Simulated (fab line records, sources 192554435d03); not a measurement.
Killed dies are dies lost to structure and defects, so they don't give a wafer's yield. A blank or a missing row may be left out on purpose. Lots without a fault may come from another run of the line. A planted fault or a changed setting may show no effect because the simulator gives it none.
Split-lot experiment | flow n5_finfet | 7 lots, 21 wafers read, on a route of 1938 steps

THE SPLIT
At N5_BEOL_M8_COAT_22 (resist thk 30 nm), the setting spin_rpm was moved away from the recipe's 1500 rpm on 10 of the 21 wafers read, by -10.1% to +9.2%. The other wafers ran this setting at the recipe's value.

FROM THE SPLIT TO THE READING: what the file shows between them, 2 steps
- N5_BEOL_M8_EBR_24
- N5_BEOL_M8_SOFTBAKE_23: time 60 s

THE READING
CAR-EUV_of_BEOL_M8_COAT_22.thk_nm (the simulator's own value, which no gauge read), in nm, at N5_BEOL_M8_DESCUM_33 (chemistry O2, time 7 s). The file gives no usual value for it. The 11 wafers here that ran the recipe average 26.1 nm, standard deviation 0.1 nm.

wafer  | tool, chamber at the split | spin_rpm as run, rpm | against the recipe | CAR-EUV_of_BEOL_M8_COAT_22.thk_nm, nm | against lot-mates on the recipe
L085.1 | litho_track-01, 0          | 1633                 | +8.9%              | 24.6                                  | -1.4
L085.2 | litho_track-01, 0          | 1500                 | recipe             | 26                                    | -
L085.6 | litho_track-01, 0          | 1500                 | recipe             | 26                                    | -
L086.1 | litho_track-01, 0          | 1593                 | +6.2%              | 25.2                                  | -1.0
L086.2 | litho_track-01, 0          | 1593                 | +6.2%              | 25.2                                  | -1.0
L086.5 | litho_track-01, 0          | 1500                 | recipe             | 26.2                                  | -
L088.1 | litho_track-01, 0          | 1500                 | recipe             | 26                                    | -
L088.2 | litho_track-01, 0          | 1500                 | recipe             | 26                                    | -
L088.3 | litho_track-01, 0          | 1500                 | recipe             | 26                                    | -
L090.1 | litho_track-01, 0          | 1638                 | +9.2%              | 24.8                                  | -1.4
L090.2 | litho_track-01, 0          | 1500                 | recipe             | 26.2                                  | -
L090.3 | litho_track-01, 0          | 1500                 | recipe             | 26.2                                  | -
L091.3 | litho_track-04, 0          | 1500                 | recipe             | 26.2                                  | -
L091.4 | litho_track-04, 0          | 1607                 | +7.1%              | 25.2                                  | -1.0
L091.6 | litho_track-04, 0          | 1607                 | +7.1%              | 25.2                                  | -1.0
L094.2 | litho_track-03, 0          | 1568                 | +4.5%              | 25.4                                  | -0.8
L094.6 | litho_track-03, 0          | 1568                 | +4.5%              | 25.4                                  | -0.8
L094.5 | litho_track-03, 0          | 1500                 | recipe             | 26.2                                  | -
L096.3 | litho_track-04, 0          | 1349                 | -10.1%             | 27.6                                  | +1.6
L096.5 | litho_track-04, 0          | 1349                 | -10.1%             | 27.6                                  | +1.6
L096.4 | litho_track-04, 0          | 1500                 | recipe             | 26                                    | -

THE FIT
A straight line over all 21 wafers: CAR-EUV_of_BEOL_M8_COAT_22.thk_nm changes by -0.147 nm for each +1% of spin_rpm; r = -0.99; the points scatter about the line by 0.1 nm.
The same after taking each lot's own level away (the mean of its wafers on the recipe; 21 wafers): -0.156 nm for each +1%; r = -1.00; scatter 0.05 nm.
On that fit, the largest move of spin_rpm shifts the reading by 1.6 nm.
The lots' own levels span 26.00 to 26.20 nm, that is 2.0 times the standard deviation above.
So the lot-to-lot level changes the slope little: the two slopes agree.
Check: with one of the wafers moved furthest among these (-10.1%) left out of the fit, the line predicts +1.57 nm for it against its lot-mates. It came out at +1.6 nm against them.

OTHER SPLITS ON THESE WAFERS
These wafers also went through other splits before the reading. Each is held against what the fit with the lots' levels taken away leaves over:
other split on the same wafers             | wafers away from the commonest value | r with CAR-EUV_of_BEOL_M8_COAT_22.thk_nm (lot level and that fit taken away)
N5_BEOL_M6_COAT_22 spin_rpm                | 11                                   | -0.27
N5_BEOL_M6_ETCH_66 bias_w                  | 3                                    | -0.09
N5_BEOL_M6_TRENCH_ETCH_37 time_s           | 6                                    | -0.29
N5_BEOL_M6_ALD_77 co_reactant_pulse_time_s | 6                                    | -0.13

THE WHOLE CHAIN: every reading that the file lists as answering this split, in the file's order
step                 | what it does           | reading                                                                            | change (the file's fit)               | r (the file's)
N5_BEOL_M8_COAT_22   | resist thk 30 nm       | CAR-EUV_of_BEOL_M8_COAT_22.thk_nm (the simulator's own value, which no gauge read) | -0.15 nm for each +1% of the setting  | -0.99
N5_BEOL_M8_DESCUM_33 | chemistry O2, time 7 s | CAR-EUV_of_BEOL_M8_COAT_22.thk_nm (the simulator's own value, which no gauge read) | -0.156 nm for each +1% of the setting | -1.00

THE FILE'S OWN FIT
CAR-EUV_of_BEOL_M8_COAT_22.thk_nm changes by -0.156 nm for each +1% of spin_rpm, r = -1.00.
